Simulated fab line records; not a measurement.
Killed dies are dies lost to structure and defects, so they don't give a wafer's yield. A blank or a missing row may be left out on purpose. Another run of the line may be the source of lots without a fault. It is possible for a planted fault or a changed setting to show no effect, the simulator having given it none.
Lot-split experiment | flow n5Finfet | 7 lots, 21 wafers read, on a route of 1938 steps

THE SPLIT ITSELF
At N5_BEOL_M10_COAT_64 (time 60 s, resist thk 30 nm), the setting spinRpm was moved away from the recipe's 1500 rpm on 11 of the 21 wafers read, by -7.7% to +8.0%. All remaining wafers had this setting at the recipe value.

FROM THE SPLIT TO THE READING: what the file shows between them, 6 steps
- N5_BEOL_M10_EXPOSE_25: exposes mask V9 (also split here: doseMj)
- N5_BEOL_M10_PEB_26: peb time 60 s
- N5_BEOL_M10_DEVELOP_27: develop time 30 s
- N5_BEOL_M10_CD_MEAS_28: target cd 70 nm
- N5_BEOL_M10_DESCUM_33: chemistry O2, time 7.9 s
- N5_BEOL_M10_ETCH_65: etches SiARC in CF4, target depth 39 nm, time 65 s

THE READING
SiARC_of_BEOL_M10_COAT_64.thkNm (the simulator's own value, which no gauge read), in nm, at N5_BEOL_M10_ETCH_66 (etches SOC in N2/H2, target depth 120 nm, overetch 24 nm, time 180 s). There is no usual value for it anywhere in the file. Average 22.7 nm, standard deviation 0.16 nm, over the 10 wafers here run with the recipe.

wafer  | tool, chamber at the split | spinRpm as run, rpm | against the recipe | SiARC_of_BEOL_M10_COAT_64.thkNm, nm | against lot-mates on the recipe
L080.1 | lithoTrack-05, 0           | 1385                | -7.7%              | 24.2                                | +1.6
L080.5 | lithoTrack-05, 0           | 1500                | recipe             | 22.6                                | -
L080.6 | lithoTrack-05, 0           | 1385                | -7.7%              | 23.8                                | +1.2
L078.3 | lithoTrack-05, 0           | 1500                | recipe             | 22.4                                | -
L078.4 | lithoTrack-05, 0           | 1388                | -7.5%              | 23.6                                | +1.2
L078.6 | lithoTrack-05, 0           | 1388                | -7.5%              | 24.2                                | +1.8
L085.1 | lithoTrack-01, 0           | 1500                | recipe             | 22.6                                | -
L085.4 | lithoTrack-01, 0           | 1500                | recipe             | 22.8                                | -
L085.5 | lithoTrack-01, 0           | 1500                | recipe             | 22.4                                | -
L086.3 | lithoTrack-04, 0           | 1415                | -5.7%              | 23.6                                | +0.8
L086.6 | lithoTrack-04, 0           | 1415                | -5.7%              | 23.6                                | +0.8
L086.5 | lithoTrack-04, 0           | 1500                | recipe             | 22.8                                | -
L091.2 | lithoTrack-01, 0           | 1500                | recipe             | 22.8                                | -
L091.3 | lithoTrack-01, 0           | 1390                | -7.3%              | 23.6                                | +0.8
L091.5 | lithoTrack-01, 0           | 1390                | -7.3%              | 23.6                                | +0.8
L094.3 | lithoTrack-04, 0           | 1500                | recipe             | 22.8                                | -
L094.5 | lithoTrack-04, 0           | 1500                | recipe             | 22.6                                | -
L094.6 | lithoTrack-04, 0           | 1620                | +8.0%              | 21.8                                | -0.9
L095.3 | lithoTrack-05, 0           | 1619                | +7.9%              | 21.6                                | -1.2
L095.4 | lithoTrack-05, 0           | 1619                | +7.9%              | 21.6                                | -1.2
L095.6 | lithoTrack-05, 0           | 1500                | recipe             | 22.8                                | -

FIT RESULTS
A straight line over all 21 wafers: SiARC_of_BEOL_M10_COAT_64.thkNm changes by -0.144 nm for each +1% of spinRpm; r = -0.97; the points scatter about the line by 0.2 nm.
The same after taking each lot's own level away (the mean of its wafers on the recipe; 21 wafers): -0.152 nm for each +1%; r = -0.96; scatter 0.23 nm.
The reading moves by 1.2 nm for the largest change in spinRpm, on that fit.
Across the lots, their own levels run from 22.40 to 22.80 nm, a range of 2.6 times the standard deviation given above.
Hence the lot-to-lot level has little effect on the slope; both slopes agree.
Check: with one of the wafers moved furthest among these (+8.0%) left out of the fit, the line predicts -1.25 nm for it against its lot-mates. It came out at -0.9 nm against them.

ADDITIONAL SPLITS CARRIED BY THESE WAFERS
These wafers also went through other splits before the reading. Each is held against what the fit with the lots' levels taken away leaves over:
other split on the same wafers  | wafers away from the commonest value | r with SiARC_of_BEOL_M10_COAT_64.thkNm (lot level and that fit taken away)
N5_BEOL_M8_HM_DEP_02 targetThkA | 8                                    | -0.33
N5_BEOL_M8_EXPOSE_25 doseMj     | 9                                    | -0.34
N5_BEOL_M8_ETCH_72 h2FlowSccm   | 6                                    | +0.37
N5_BEOL_M9_COAT_60 spinRpm      | 7                                    | +0.10
N5_BEOL_M9_COAT_05 spinRpm      | 5                                    | +0.11
N5_BEOL_M10_EXPOSE_25 doseMj    | 7                                    | +0.10

THE WHOLE CHAIN: every reading that the file lists as answering this split, in the file's order
step                | what it does                                                         | reading                                                                            | change (the file's fit)               | r (the file's)
N5_BEOL_M10_COAT_64 | time 60 s, resist thk 30 nm                                          | SiARC_of_BEOL_M10_COAT_64.thkNm (the simulator's own value, which no gauge read)   | -0.143 nm for each +1% of the setting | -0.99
N5_BEOL_M10_ETCH_65 | etches SiARC in CF4, target depth 39 nm, time 65 s                   | etch.depthNm (the simulator's own value, which no gauge read)                      | -0.149 nm for each +1% of the setting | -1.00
N5_BEOL_M10_ETCH_65 | etches SiARC in CF4, target depth 39 nm, time 65 s                   | CAR-ArF_of_BEOL_M10_COAT_22.thkNm (the simulator's own value, which no gauge read) | +0.124 nm for each +1% of the setting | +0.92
N5_BEOL_M10_ETCH_66 | etches SOC in N2/H2, target depth 120 nm, overetch 24 nm, time 180 s | SiARC_of_BEOL_M10_COAT_64.thkNm (the simulator's own value, which no gauge read)   | -0.15 nm for each +1% of the setting  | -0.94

FILE'S OWN FIT
SiARC_of_BEOL_M10_COAT_64.thkNm changes by -0.15 nm for each +1% of spinRpm, r = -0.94.
